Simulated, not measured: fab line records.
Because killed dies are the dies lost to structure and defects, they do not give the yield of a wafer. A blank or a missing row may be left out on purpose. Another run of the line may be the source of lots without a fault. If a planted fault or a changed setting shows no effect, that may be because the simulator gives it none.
Lot-split experiment + flow n5-finfet + 21 wafers read across 7 lots, on a route 1938 steps long

THE SPLIT
At N5_BEOL_M13_SPUTTER_44 (material Ta, target thk 10 nm, time 16.13 s), the setting time-s was moved away from the recipe's 16.13 s on 6 of the 21 wafers read, by -8.6% to +5.0%. The other wafers ran this setting at the recipe's value.

Reading taken at the split's own step.

THE READING
Ta_of_BEOL_M13_SPUTTER_44.thk-nm (the simulator's own value, which no gauge read), in nm, at N5_BEOL_M13_SPUTTER_44 (material Ta, target thk 10 nm, time 16.13 s). The file gives no usual value for it. Average 9.9 nm, standard deviation 0.19 nm, over the 15 wafers here run with the recipe.

| wafer  | tool, chamber at the split | time-s as run, s | against the recipe | Ta_of_BEOL_M13_SPUTTER_44.thk-nm, nm | against lot-mates on the recipe |
|--------|----------------------------|------------------|--------------------|--------------------------------------|---------------------------------|
| L077.1 | pvd-sputter-01, -          | 16.13            | recipe             | 10                                   | -                               |
| L077.2 | pvd-sputter-01, -          | 16.13            | recipe             | 10                                   | -                               |
| L077.5 | pvd-sputter-01, -          | 16.13            | recipe             | 9.8                                  | -                               |
| L078.1 | pvd-sputter-01, -          | 14.74            | -8.6%              | 9.2                                  | -0.9                            |
| L078.4 | pvd-sputter-01, -          | 16.13            | recipe             | 10.2                                 | -                               |
| L078.6 | pvd-sputter-01, -          | 16.13            | recipe             | 10                                   | -                               |
| L086.2 | pvd-sputter-03, -          | 16.13            | recipe             | 10                                   | -                               |
| L086.4 | pvd-sputter-03, -          | 16.13            | recipe             | 10                                   | -                               |
| L086.5 | pvd-sputter-03, -          | 16.13            | recipe             | 9.6                                  | -                               |
| L087.2 | pvd-sputter-02, -          | 16.13            | recipe             | 9.6                                  | -                               |
| L087.3 | pvd-sputter-02, -          | 14.87            | -7.8%              | 9                                    | -0.6                            |
| L087.5 | pvd-sputter-02, -          | 14.87            | -7.8%              | 9.2                                  | -0.4                            |
| L093.1 | pvd-sputter-03, -          | 16.13            | recipe             | 10.2                                 | -                               |
| L093.6 | pvd-sputter-03, -          | 16.13            | recipe             | 10.2                                 | -                               |
| L093.2 | pvd-sputter-03, -          | 16.13            | recipe             | 9.8                                  | -                               |
| L094.3 | pvd-sputter-02, -          | 16.93            | +5.0%              | 10.4                                 | +0.6                            |
| L094.4 | pvd-sputter-02, -          | 16.13            | recipe             | 9.8                                  | -                               |
| L094.5 | pvd-sputter-02, -          | 16.13            | recipe             | 9.8                                  | -                               |
| L097.3 | pvd-sputter-01, -          | 16.82            | +4.3%              | 10.4                                 | +0.4                            |
| L097.6 | pvd-sputter-01, -          | 16.82            | +4.3%              | 10.4                                 | +0.4                            |
| L097.4 | pvd-sputter-01, -          | 16.13            | recipe             | 10                                   | -                               |

THE FIT
A straight line over all 21 wafers: Ta_of_BEOL_M13_SPUTTER_44.thk-nm changes by +0.0997 nm for each +1% of time-s; r = +0.90; the points scatter about the line by 0.17 nm.
The same after taking each lot's own level away (the mean of its wafers on the recipe; 21 wafers): +0.0861 nm for each +1%; r = +0.91; scatter 0.14 nm.
The reading moves by 0.74 nm for the largest change in time-s, on that fit.
Across the lots, their own levels run from 9.60 to 10.10 nm, a range of 2.7 times the standard deviation given above.
So the lot-to-lot level changes the slope: the two fits differ.
Check: with one of the wafers moved furthest among these (-8.6%) left out of the fit, the line predicts -0.643 nm for it against its lot-mates. Against them it came out at -0.9 nm.

OTHER SPLITS ON THESE WAFERS
Before the reading, these wafers also passed through other splits. Each is held against what the fit with the lots' levels taken away leaves over:
| other split on the same wafers | wafers away from the commonest value | r with Ta_of_BEOL_M13_SPUTTER_44.thk-nm (lot level and that fit taken away) |
|--------------------------------|--------------------------------------|-----------------------------------------------------------------------------|
| N5_BEOL_M12_EXPOSE_07 dose-mj  | 6                                    | +0.15                                                                       |

FILE'S OWN FIT
Ta_of_BEOL_M13_SPUTTER_44.thk-nm changes by +0.0918 nm for each +1% of time-s, r = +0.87.
